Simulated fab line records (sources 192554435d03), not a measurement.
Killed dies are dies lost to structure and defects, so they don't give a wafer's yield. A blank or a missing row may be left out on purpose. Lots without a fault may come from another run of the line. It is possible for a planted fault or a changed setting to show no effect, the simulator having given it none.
Which tool is to blame? | flow n5 finfet | 72 wafers from 24 lots sampled at 6 of the route's 1938 steps

== WHAT THE GAUGES SHOWED, per wafer ==
N5_BEOL_M14_CD_MEAS_17: the cd target is 250 nm. Usual: cd nm 251.7 nm, standard deviation 1.9.
lot  | measured     | on        | cd nm (nm)        | flag
L074 | day 11 03:02 | cd sem-03 | 251.2 251.3 252.5 |
L075 | day 11 11:19 | cd sem-01 | 247.6 252.9 252.0 |
L076 | day 11 19:53 | cd sem-03 | 249.0 251.8 252.6 |
L080 | day 12 16:09 | cd sem-02 | 253.8 254.5 251.0 |
L079 | day 12 20:23 | cd sem-01 | 254.0 252.0 252.1 |
L078 | day 12 20:52 | cd sem-01 | 250.5 250.0 253.8 |
L077 | day 12 22:39 | cd sem-01 | 252.8 250.8 248.8 |
L083 | day 12 23:17 | cd sem-01 | 249.6 250.4 253.0 |
L082 | day 12 23:43 | cd sem-01 | 253.8 256.1 254.6 |
L081 | day 13 12:23 | cd sem-01 | 250.1 250.2 254.7 |
L084 | day 14 03:47 | cd sem-03 | 248.9 247.8 248.9 |
L085 | day 14 10:38 | cd sem-02 | 251.1 251.1 249.8 |
L086 | day 14 14:42 | cd sem-03 | 253.4 253.7 252.8 |
L088 | day 15 00:10 | cd sem-02 | 253.9 249.9 252.2 |
L087 | day 15 05:12 | cd sem-02 | 253.7 253.8 251.8 |
L089 | day 15 16:04 | cd sem-01 | 252.6 252.2 255.5 |
L091 | day 15 21:28 | cd sem-02 | 252.0 248.6 252.9 |
L090 | day 16 02:49 | cd sem-01 | 251.8 253.8 250.2 |
L092 | day 16 03:04 | cd sem-01 | 250.5 250.8 249.6 |
L093 | day 16 10:04 | cd sem-02 | 248.3 251.1 252.0 |
L095 | day 16 22:00 | cd sem-01 | 252.6 254.6 253.5 |
L094 | day 17 00:23 | cd sem-02 | 252.6 253.4 251.0 |
L096 | day 17 10:20 | cd sem-01 | 249.8 256.5 254.0 |
L097 | day 17 13:03 | cd sem-02 | 250.4 250.6 254.4 |

N5_BEOL_M14_CD_MEAS_28: the cd target is 284.4 nm. Usual: cd nm 283.8 nm, standard deviation 1.9.
lot  | measured     | on        | cd nm (nm)        | flag
L074 | day 11 03:30 | cd sem-01 | 283.3 283.5 284.9 |
L075 | day 11 11:41 | cd sem-02 | 282.0 284.5 284.9 |
L076 | day 11 20:12 | cd sem-03 | 283.5 280.9 282.3 |
L080 | day 12 16:36 | cd sem-02 | 283.1 282.0 283.7 |
L079 | day 12 20:50 | cd sem-02 | 283.4 284.6 284.3 |
L078 | day 12 21:11 | cd sem-02 | 283.6 283.4 283.4 |
L077 | day 12 23:06 | cd sem-01 | 284.0 284.9 282.8 |
L083 | day 12 23:44 | cd sem-02 | 282.0 285.0 286.0 |
L082 | day 13 00:10 | cd sem-01 | 284.4 285.5 284.2 |
L081 | day 13 12:43 | cd sem-01 | 284.2 284.3 283.9 |
L084 | day 14 04:14 | cd sem-02 | 285.1 283.8 287.1 |
L085 | day 14 10:58 | cd sem-02 | 281.5 281.3 282.0 |
L086 | day 14 15:01 | cd sem-03 | 281.5 282.5 282.1 |
L088 | day 15 00:37 | cd sem-02 | 282.3 284.0 281.7 |
L087 | day 15 05:39 | cd sem-01 | 280.1 280.0 281.5 |
L089 | day 15 16:24 | cd sem-02 | 284.7 284.2 284.4 |
L091 | day 15 21:47 | cd sem-01 | 285.1 282.0 285.1 |
L090 | day 16 03:08 | cd sem-03 | 284.8 284.9 286.0 |
L092 | day 16 03:24 | cd sem-03 | 284.4 285.3 282.6 |
L093 | day 16 10:31 | cd sem-01 | 282.0 287.1 284.9 |
L095 | day 16 22:19 | cd sem-01 | 282.9 287.2 285.7 |
L094 | day 17 00:42 | cd sem-01 | 283.9 283.5 284.6 |
L096 | day 17 10:40 | cd sem-03 | 281.8 287.8 285.7 |
L097 | day 17 13:30 | cd sem-02 | 280.6 281.5 278.6 |

N5_BEOL_M15_INSPECT_55: inspects for defects (darkfield). Usual: raw defect count 72, standard deviation 25.
lot  | measured     | on                | raw defect count | flag
L074 | day 11 18:46 | defect inspect-02 | 79 59 80         |
L075 | day 11 22:59 | defect inspect-02 | 34 61 50         |
L076 | day 12 09:06 | defect inspect-02 | 56 69 63         |
L080 | day 13 07:08 | defect inspect-01 | 53 84 68         |
L079 | day 13 12:13 | defect inspect-01 | 33 92 46         |
L078 | day 13 13:04 | defect inspect-01 | 87 80 94         |
L077 | day 13 19:31 | defect inspect-01 | 59 47 37         |
L083 | day 13 14:52 | defect inspect-01 | 53 64 58         |
L082 | day 13 20:47 | defect inspect-02 | 93 84 101        |
L081 | day 13 21:13 | defect inspect-02 | 71 84 62         |
L084 | day 14 14:16 | defect inspect-02 | 50 80 137        |
L085 | day 15 02:36 | defect inspect-02 | 76 64 53         |
L086 | day 15 03:38 | defect inspect-02 | 89 91 61         |
L088 | day 15 11:37 | defect inspect-01 | 78 106 93        |
L087 | day 15 15:23 | defect inspect-01 | 94 83 67         |
L089 | day 16 02:11 | defect inspect-02 | 132 71 92        |
L091 | day 16 12:04 | defect inspect-01 | 66 76 39         |
L090 | day 16 12:33 | defect inspect-01 | 101 85 93        |
L092 | day 16 13:17 | defect inspect-02 | 80 26 51         |
L093 | day 16 20:29 | defect inspect-02 | 38 33 47         |
L095 | day 17 06:22 | defect inspect-02 | 41 86 90         |
L094 | day 17 09:44 | defect inspect-02 | 60 49 96         |
L096 | day 17 22:31 | defect inspect-01 | 66 46 92         |
L097 | day 18 01:10 | defect inspect-02 | 73 62 48         |

== TOOL THAT RAN EACH LOT (tool first, then ch and the chambers of the sampled wafers, then the start) ==
lot  | N5_BEOL_M14_DEP_53              | N5_BEOL_M15_ETCH_59                | N5_BEOL_M15_STRIP_64
L074 | pecvd-04 ch 0,1,2, day 11 10:50 | rie diel-01 ch 2,3, day 11 11:50   | rie diel-01 ch 2,3, day 11 18:46 or earlier
L075 | pecvd-04 ch 0,2, day 11 15:16   | rie diel-06 ch 1,2, day 11 16:12   | rie diel-06 ch 1,2, day 11 22:59 or earlier
L076 | pecvd-03 ch 0,2, day 12 00:19   | rie diel-06 ch 1,2,3, day 12 01:25 | rie diel-06 ch 1,2,3, day 12 09:06 or earlier
L080 | pecvd-02 ch 0,1,2, day 12 19:23 | rie diel-05 ch 0,2, day 12 20:22   | rie diel-05 ch 0,2, day 13 07:08 or earlier
L079 | pecvd-03 ch 0,1,2, day 13 02:35 | rie diel-05 ch 0,2, day 13 03:33   | rie diel-05 ch 0,2, day 13 12:13 or earlier
L078 | pecvd-02 ch 0,1,2, day 13 06:37 | rie diel-05 ch 0,2, day 13 07:37   | rie diel-05 ch 0,2, day 13 13:04 or earlier
L077 | pecvd-02 ch 0,1, day 13 13:17   | rie diel-01 ch 0,2,3, day 13 14:35 | rie diel-01 ch 0,2,3, day 13 19:31 or earlier
L083 | pecvd-03 ch 1,2, day 13 08:46   | rie diel-06 ch 0,3, day 13 09:35   | rie diel-06 ch 0,3, day 13 14:52 or earlier
L082 | pecvd-02 ch 0,1,2, day 13 13:49 | rie diel-05 ch 2,3, day 13 14:50   | rie diel-05 ch 2,3, day 13 20:47 or earlier
L081 | pecvd-03 ch 1,2, day 13 15:53   | rie diel-06 ch 1,2, day 13 16:49   | rie diel-06 ch 1,2, day 13 21:13 or earlier
L084 | pecvd-04 ch 0,2, day 14 08:08   | rie diel-01 ch 0,1,2, day 14 08:58 | rie diel-01 ch 0,1,2, day 14 14:16 or earlier
L085 | pecvd-03 ch 0,2, day 14 19:20   | rie diel-05 ch 0,1, day 14 20:17   | rie diel-05 ch 0,1, day 15 02:36 or earlier
L086 | pecvd-04 ch 0,2, day 14 19:28   | rie diel-01 ch 0,2,3, day 14 21:46 | rie diel-01 ch 0,2,3, day 15 03:38 or earlier
L088 | pecvd-03 ch 0,2, day 15 02:50   | rie diel-05 ch 1,2,3, day 15 04:32 | rie diel-05 ch 1,2,3, day 15 11:37 or earlier
L087 | pecvd-02 ch 0,1, day 15 07:52   | rie diel-06 ch 0,2, day 15 08:46   | rie diel-06 ch 0,2, day 15 15:23 or earlier
L089 | pecvd-03 ch 0,1,2, day 15 20:22 | rie diel-01 ch 0,1, day 15 21:18   | rie diel-01 ch 0,1, day 16 02:11 or earlier
L091 | pecvd-02 ch 1,2, day 16 05:22   | rie diel-05 ch 1,2, day 16 06:11   | rie diel-05 ch 1,2, day 16 12:04 or earlier
L090 | pecvd-04 ch 0,1,2, day 16 05:43 | rie diel-01 ch 0,1, day 16 06:43   | rie diel-01 ch 0,1, day 16 12:33 or earlier
L092 | pecvd-04 ch 0,1,2, day 16 06:17 | rie diel-05 ch 0,2, day 16 07:22   | rie diel-05 ch 0,2, day 16 13:17 or earlier
L093 | pecvd-02 ch 0,1,2, day 16 15:01 | rie diel-01 ch 1,2, day 16 15:49   | rie diel-01 ch 1,2, day 16 20:29 or earlier
L095 | pecvd-03 ch 0,2, day 17 01:29   | rie diel-01 ch 1,2,3, day 17 02:18 | rie diel-01 ch 1,2,3, day 17 06:22 or earlier
L094 | pecvd-04 ch 0,1,2, day 17 03:46 | rie diel-01 ch 1,2,3, day 17 05:12 | rie diel-01 ch 1,2,3, day 17 09:44 or earlier
L096 | pecvd-04 ch 0,1,2, day 17 15:35 | rie diel-01 ch 2,3, day 17 16:31   | rie diel-01 ch 2,3, day 17 22:31 or earlier
L097 | pecvd-03 ch 0,2, day 17 16:04   | rie diel-05 ch 0,1,3, day 17 17:01 | rie diel-05 ch 0,1,3, day 18 01:10 or earlier
- N5_BEOL_M14_DEP_53: deposits SiCN from 3MS/NH3, target thk 50 nm, time 17.8 s.
- N5_BEOL_M15_ETCH_59: etches BARC in N2/H2, target depth 89 nm, overetch 26.7 nm, time 67.9 s.
- N5_BEOL_M15_STRIP_64: strips in O2.

== WHAT THE TOOLS THEMSELVES READ (means of the sampled wafers that have a number; where no wafer has one, the mark that the record gives instead) ==
N5_BEOL_M14_DEP_53. Usual: showerhead plenum p Torr 4.161 Torr, standard deviation 0.018; throttle valve pct 17.6 %, standard deviation 0.78.
lot  | tool     | showerhead plenum p Torr (Torr) | throttle valve pct (%) | flag
L074 | pecvd-04 | 4.153                           | 17.1                   |
L075 | pecvd-04 | 4.146                           | 17.0                   |
L076 | pecvd-03 | 4.168                           | 17.6                   |
L080 | pecvd-02 | 4.164                           | 17.5                   |
L079 | pecvd-03 | 4.167                           | 18.3                   |
L078 | pecvd-02 | 4.161                           | 17.4                   |
L077 | pecvd-02 | 4.156                           | 17.5                   |
L083 | pecvd-03 | 4.160                           | 19.0                   |
L082 | pecvd-02 | 4.158                           | 17.4                   |
L081 | pecvd-03 | 4.181                           | 18.8                   |
L084 | pecvd-04 | 4.149                           | 16.7                   |
L085 | pecvd-03 | 4.163                           | 17.6                   |
L086 | pecvd-04 | 4.149                           | 17.1                   |
L088 | pecvd-03 | 4.179                           | 18.2                   |
L087 | pecvd-02 | 4.158                           | 17.5                   |
L089 | pecvd-03 | 4.159                           | 18.3                   |
L091 | pecvd-02 | 4.168                           | 17.4                   |
L090 | pecvd-04 | 4.154                           | 17.3                   |
L092 | pecvd-04 | 4.154                           | 17.2                   |
L093 | pecvd-02 | 4.162                           | 17.4                   |
L095 | pecvd-03 | 4.157                           | 17.6                   |
L094 | pecvd-04 | 4.156                           | 17.2                   |
L096 | pecvd-04 | 4.155                           | 17.0                   |
L097 | pecvd-03 | 4.164                           | 17.8                   |

N5_BEOL_M15_ETCH_59. Usual: drypump motor current A 5.9 A, standard deviation 0.4; oes product au 0.66 a.u., standard deviation 0.074; rf vpp V 524.7 V, standard deviation 2.7; showerhead plenum p Torr 2.57 Torr, standard deviation 0.096; throttle valve pct 17.85 %, standard deviation 0.26.
lot  | tool        | drypump motor current A (A) | oes product au (a.u.) | rf vpp V (V) | showerhead plenum p Torr (Torr) | throttle valve pct (%) | flag
L074 | rie diel-01 | 6.2                         | 0.61                  | 522.8        | 2.49                            | 17.81                  |
L075 | rie diel-06 | 6.2                         | 0.64                  | 523.0        | 2.53                            | 17.81                  |
L076 | rie diel-06 | 6.1                         | 0.65                  | 524.5        | 2.55                            | 17.91                  |
L080 | rie diel-05 | 5.6                         | 0.68                  | 522.8        | 2.48                            | 18.00                  |
L079 | rie diel-05 | 5.6                         | 0.73                  | 523.9        | 2.54                            | 17.84                  |
L078 | rie diel-05 | 5.6                         | 0.73                  | 523.4        | 2.54                            | 17.85                  |
L077 | rie diel-01 | 5.9                         | 0.63                  | 524.9        | 2.57                            | 17.91                  |
L083 | rie diel-06 | 5.4                         | 0.74                  | 527.3        | 2.65                            | 17.96                  |
L082 | rie diel-05 | 5.7                         | 0.72                  | 525.8        | 2.60                            | 17.84                  |
L081 | rie diel-06 | 6.0                         | 0.66                  | 524.7        | 2.55                            | 17.87                  |
L084 | rie diel-01 | 6.1                         | 0.63                  | 524.7        | 2.57                            | 17.74                  |
L085 | rie diel-05 | 5.7                         | 0.67                  | 523.6        | 2.52                            | 17.87                  |
L086 | rie diel-01 | 5.9                         | 0.62                  | 524.3        | 2.57                            | 17.93                  |
L088 | rie diel-05 | 5.8                         | 0.71                  | 526.5        | 2.64                            | 17.70                  |
L087 | rie diel-06 | 5.9                         | 0.65                  | 524.4        | 2.56                            | 17.84                  |
L089 | rie diel-01 | 5.8                         | 0.64                  | 525.8        | 2.65                            | 17.81                  |
L091 | rie diel-05 | 5.8                         | 0.75                  | 525.7        | 2.62                            | 17.56                  |
L090 | rie diel-01 | 5.8                         | 0.65                  | 527.0        | 2.65                            | 17.83                  |
L092 | rie diel-05 | 5.5                         | 0.65                  | 522.1        | 2.47                            | 18.06                  |
L093 | rie diel-01 | 6.3                         | 0.60                  | 521.3        | 2.48                            | 17.71                  |
L095 | rie diel-01 | 6.1                         | 0.69                  | 524.3        | 2.55                            | 17.62                  |
L094 | rie diel-01 | 6.1                         | 0.69                  | 524.3        | 2.55                            | 17.62                  |
L096 | rie diel-01 | 6.2                         | 0.67                  | 521.6        | 2.47                            | 17.75                  |
L097 | rie diel-05 | 5.8                         | 0.72                  | 524.4        | 2.58                            | 17.75                  |

N5_BEOL_M15_STRIP_64. Usual: drypump motor current A 5.9 A, standard deviation 0.4; o2 flow sccm 225.0 sccm, standard deviation 0.7; oes product au 0.77 a.u., standard deviation 0.095; rf vpp V 3.6 V, standard deviation 0.45; showerhead plenum p Torr 2.12 Torr, standard deviation 0.083; throttle valve pct 16.68 %, standard deviation 0.23.
lot  | tool        | drypump motor current A (A) | o2 flow sccm (sccm) | oes product au (a.u.) | rf vpp V (V) | showerhead plenum p Torr (Torr) | throttle valve pct (%) | flag
L074 | rie diel-01 | 6.1                         | 226.0               | 0.71                  | 3.9          | 2.05                            | 16.58                  |
L075 | rie diel-06 | 6.1                         | 225.0               | 0.74                  | 3.4          | 2.10                            | 16.70                  |
L076 | rie diel-06 | 6.1                         | 225.3               | 0.76                  | 3.5          | 2.11                            | 16.66                  |
L080 | rie diel-05 | 5.6                         | 225.0               | 0.80                  | 3.1          | 2.05                            | 16.80                  |
L079 | rie diel-05 | 5.6                         | 225.0               | 0.86                  | 3.4          | 2.10                            | 16.67                  |
L078 | rie diel-05 | 5.6                         | 225.5               | 0.87                  | 3.7          | 2.10                            | 16.69                  |
L077 | rie diel-01 | 5.8                         | 224.4               | 0.73                  | 3.7          | 2.11                            | 16.68                  |
L083 | rie diel-06 | 5.4                         | 224.7               | 0.88                  | 3.6          | 2.20                            | 16.80                  |
L082 | rie diel-05 | 5.7                         | 225.1               | 0.85                  | 4.0          | 2.15                            | 16.69                  |
L081 | rie diel-06 | 6.0                         | 224.3               | 0.76                  | 3.8          | 2.10                            | 16.66                  |
L084 | rie diel-01 | 6.0                         | 224.2               | 0.74                  | 4.1          | 2.13                            | 16.62                  |
L085 | rie diel-05 | 5.7                         | 224.7               | 0.79                  | 3.6          | 2.07                            | 16.65                  |
L086 | rie diel-01 | 5.9                         | 225.1               | 0.72                  | 3.5          | 2.11                            | 16.70                  |
L088 | rie diel-05 | 5.8                         | 225.5               | 0.84                  | 3.7          | 2.17                            | 16.51                  |
L087 | rie diel-06 | 5.9                         | 224.8               | 0.76                  | 3.1          | 2.14                            | 16.83                  |
L089 | rie diel-01 | 5.8                         | 224.9               | 0.76                  | 3.9          | 2.19                            | 16.72                  |
L091 | rie diel-05 | 5.8                         | 224.0               | 0.90                  | 3.8          | 2.17                            | 16.41                  |
L090 | rie diel-01 | 5.8                         | 224.7               | 0.75                  | 3.7          | 2.19                            | 16.72                  |
L092 | rie diel-05 | 5.6                         | 224.0               | 0.77                  | 3.7          | 2.04                            | 16.86                  |
L093 | rie diel-01 | 6.4                         | 225.7               | 0.70                  | 4.3          | 2.04                            | 16.58                  |
L095 | rie diel-01 | 6.1                         | 225.2               | 0.81                  | 3.2          | 2.10                            | 16.46                  |
L094 | rie diel-01 | 6.1                         | 225.2               | 0.81                  | 3.9          | 2.10                            | 16.46                  |
L096 | rie diel-01 | 6.1                         | 224.9               | 0.79                  | 3.6          | 2.03                            | 16.52                  |
L097 | rie diel-05 | 5.8                         | 225.3               | 0.85                  | 3.4          | 2.12                            | 16.52                  |

== THE ANSWER, worked out from the rows above alone ==
Rule: a lot is off if the mean of its wafers that have a number lies more than 3 standard deviations from the usual mean. Also off: a lot with no number at a reading for which 4 or more lots have one. All remaining lots with rows at the step are treated as sound. Order of review: gauges by route order, followed by the tools' own readings, for which a lot's mean as printed above is used. At the first step where some lot is off, the reading lying furthest off is the one used; lots without a number count as furthest.
Nothing can be told from this: no lot is off at any reading shown.

== WHAT HAD BEEN PUT IN BY THE SIMULATOR ==
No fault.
